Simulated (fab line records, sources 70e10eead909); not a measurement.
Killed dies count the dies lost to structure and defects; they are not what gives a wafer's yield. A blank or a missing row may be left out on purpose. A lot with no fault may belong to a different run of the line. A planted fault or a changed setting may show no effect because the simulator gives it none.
Chamber matching || flow nand_harc || 4 sister chambers for NHARC_A_ZERO_WELL_DESCUM_12 on rie_diel-01
The step chemistry O2, time 3 s. 14 wafers are shown with their chamber, then 7 later ones without.

## WAFERS, EACH WITH ITS CHAMBER
{"wafer": "L567.1", "chamber": 3, "drypump_motor_current_A (A)": 6.7, "oes_product_au (a.u.)": 0.978, "throttle_valve_pct (%)": 11.295}
{"wafer": "L567.5", "chamber": 0, "drypump_motor_current_A (A)": 5.1, "oes_product_au (a.u.)": 1.008, "throttle_valve_pct (%)": 11.309}
{"wafer": "L567.6", "chamber": 1, "drypump_motor_current_A (A)": 5.6, "oes_product_au (a.u.)": 1.014, "throttle_valve_pct (%)": 11.306}
{"wafer": "L571.1", "chamber": 2, "drypump_motor_current_A (A)": 5.0, "oes_product_au (a.u.)": 1.015, "throttle_valve_pct (%)": 11.311}
{"wafer": "L571.5", "chamber": 1, "drypump_motor_current_A (A)": 5.6, "oes_product_au (a.u.)": 1.007, "throttle_valve_pct (%)": 11.322}
{"wafer": "L571.6", "chamber": 2, "drypump_motor_current_A (A)": 5.0, "oes_product_au (a.u.)": 1.013, "throttle_valve_pct (%)": 11.323}
{"wafer": "L576.1", "chamber": 2, "drypump_motor_current_A (A)": 4.9, "oes_product_au (a.u.)": 1.022, "throttle_valve_pct (%)": 11.313}
{"wafer": "L576.2", "chamber": 3, "drypump_motor_current_A (A)": 6.8, "oes_product_au (a.u.)": 0.986, "throttle_valve_pct (%)": 11.293}
{"wafer": "L576.6", "chamber": 0, "drypump_motor_current_A (A)": 5.1, "oes_product_au (a.u.)": 1.006, "throttle_valve_pct (%)": 11.316}
{"wafer": "L580.1", "chamber": 3, "drypump_motor_current_A (A)": 6.8, "oes_product_au (a.u.)": 0.980, "throttle_valve_pct (%)": 11.298}
{"wafer": "L580.4", "chamber": 2, "drypump_motor_current_A (A)": 4.9, "oes_product_au (a.u.)": 1.011, "throttle_valve_pct (%)": 11.295}
{"wafer": "L580.6", "chamber": 0, "drypump_motor_current_A (A)": 5.1, "oes_product_au (a.u.)": 1.026, "throttle_valve_pct (%)": 11.295}
{"wafer": "L583.1", "chamber": 2, "drypump_motor_current_A (A)": 5.0, "oes_product_au (a.u.)": 1.022, "throttle_valve_pct (%)": 11.314}
{"wafer": "L583.3", "chamber": 0, "drypump_motor_current_A (A)": 5.1, "oes_product_au (a.u.)": 1.033, "throttle_valve_pct (%)": 11.306}

SIGNATURES (means of the wafers above)
{"reading": "drypump_motor_current_A", "chamber 0": 5.100, "chamber 1": 5.600, "chamber 2": 4.960, "chamber 3": 6.767, "scatter within a chamber": 0.0432}
{"reading": "oes_product_au", "chamber 0": 1.01825, "chamber 1": 1.01050, "chamber 2": 1.01660, "chamber 3": 0.98133, "scatter within a chamber": 0.00835}
{"reading": "throttle_valve_pct", "chamber 0": 11.30650, "chamber 1": 11.31400, "chamber 2": 11.31120, "chamber 3": 11.29533, "scatter within a chamber": 0.00885}
Rule: a wafer lies at a distance from a chamber equal to the root of the sum of squares, over the readings, of (its reading less the chamber's mean, divided by the reading's scatter). The wafer belongs to the nearest chamber; if the next one is less than 2 further off, it can't be placed. The scatter: take each reading less its chamber's mean, square it, sum over the shown wafers, divide by the number of wafers less the number of chambers, and take the root.

## WAFERS WHOSE CHAMBER IS MISSING
{"wafer": "L583.6", "drypump_motor_current_A (A)": 6.7, "oes_product_au (a.u.)": 0.988, "throttle_valve_pct (%)": 11.313}
{"wafer": "L588.1", "drypump_motor_current_A (A)": 5.1, "oes_product_au (a.u.)": 1.032, "throttle_valve_pct (%)": 11.308}
{"wafer": "L588.3", "drypump_motor_current_A (A)": 6.8, "oes_product_au (a.u.)": 0.976, "throttle_valve_pct (%)": 11.308}
{"wafer": "L588.6", "drypump_motor_current_A (A)": 4.9, "oes_product_au (a.u.)": 1.023, "throttle_valve_pct (%)": 11.320}
{"wafer": "L587.1", "drypump_motor_current_A (A)": 4.9, "oes_product_au (a.u.)": 1.019, "throttle_valve_pct (%)": 11.309}
{"wafer": "L587.2", "drypump_motor_current_A (A)": 5.5, "oes_product_au (a.u.)": 1.003, "throttle_valve_pct (%)": 11.308}
{"wafer": "L587.5", "drypump_motor_current_A (A)": 6.8, "oes_product_au (a.u.)": 0.971, "throttle_valve_pct (%)": 11.315}

## CHAMBER TAKEN BY EACH
{"wafer": "L583.6", "from the rows above": 3, "in truth": 3}
{"wafer": "L588.1", "from the rows above": 0, "in truth": 0}
{"wafer": "L588.3", "from the rows above": 3, "in truth": 3}
{"wafer": "L588.6", "from the rows above": 2, "in truth": 2}
{"wafer": "L587.1", "from the rows above": 2, "in truth": 2}
{"wafer": "L587.2", "from the rows above": 1, "in truth": 1}
{"wafer": "L587.5", "from the rows above": 3, "in truth": 3}
Correct placement for 7 of the 7. From these rows, 0 cannot be placed. Placed wrongly: 0.
